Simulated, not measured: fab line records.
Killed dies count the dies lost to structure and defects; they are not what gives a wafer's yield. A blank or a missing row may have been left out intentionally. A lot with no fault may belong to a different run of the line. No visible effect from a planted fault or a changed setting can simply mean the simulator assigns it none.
Chamber matching / flow nand-harc / NHARC_A_CHANNEL_HOLE_D1_DESCUM_15 on rie-diel-09: 4 sister chambers
The step chemistry O2, time 3 s. 8 wafers are shown with their chamber, then 7 later ones without.

## WAFERS PAIRED WITH THEIR CHAMBERS
wafer=L824.5; chamber=3; showerhead-plenum-p-Torr (Torr)=1.78; throttle-valve-pct (%)=11.322
wafer=L830.1; chamber=3; showerhead-plenum-p-Torr (Torr)=1.77; throttle-valve-pct (%)=11.324
wafer=L830.3; chamber=2; showerhead-plenum-p-Torr (Torr)=2.02; throttle-valve-pct (%)=11.289
wafer=L836.1; chamber=2; showerhead-plenum-p-Torr (Torr)=2.02; throttle-valve-pct (%)=11.304
wafer=L836.2; chamber=1; showerhead-plenum-p-Torr (Torr)=1.81; throttle-valve-pct (%)=11.312
wafer=L836.4; chamber=0; showerhead-plenum-p-Torr (Torr)=1.93; throttle-valve-pct (%)=11.310
wafer=L839.4; chamber=1; showerhead-plenum-p-Torr (Torr)=1.81; throttle-valve-pct (%)=11.315
wafer=L839.5; chamber=0; showerhead-plenum-p-Torr (Torr)=1.93; throttle-valve-pct (%)=11.309

## WAFERS MISSING THEIR CHAMBER
wafer=L839.6; showerhead-plenum-p-Torr (Torr)=1.81; throttle-valve-pct (%)=11.315
wafer=L840.1; showerhead-plenum-p-Torr (Torr)=1.93; throttle-valve-pct (%)=11.310
wafer=L840.2; showerhead-plenum-p-Torr (Torr)=1.80; throttle-valve-pct (%)=11.320
wafer=L840.4; showerhead-plenum-p-Torr (Torr)=1.77; throttle-valve-pct (%)=11.308
wafer=L842.1; showerhead-plenum-p-Torr (Torr)=1.77; throttle-valve-pct (%)=11.321
wafer=L842.3; showerhead-plenum-p-Torr (Torr)=1.80; throttle-valve-pct (%)=11.317
wafer=L842.5; showerhead-plenum-p-Torr (Torr)=1.93; throttle-valve-pct (%)=11.306

## EACH ONE'S CHAMBER
wafer=L839.6; from the rows above=1; in truth=1
wafer=L840.1; from the rows above=0; in truth=0
wafer=L840.2; from the rows above=1; in truth=1
wafer=L840.4; from the rows above=3; in truth=3
wafer=L842.1; from the rows above=3; in truth=3
wafer=L842.3; from the rows above=1; in truth=1
wafer=L842.5; from the rows above=0; in truth=0
Correctly placed: 7 of 7. Can't be placed from these rows: 0. Wrongly placed: 0.
How it was worked out, from the rows above alone: a wafer's distance from a chamber is the root of the sum, over the readings, of the square of ((its reading less the chamber's mean) divided by the reading's scatter). If the next closest chamber is less than 2 further off than the closest, the wafer can't be placed; otherwise it belongs to the closest. A chamber's mean is the mean of its shown wafers. How the scatter is found: for the shown wafers, subtract from each reading the mean of its chamber, square and add these, divide the total by (wafers less chambers), then take the root.
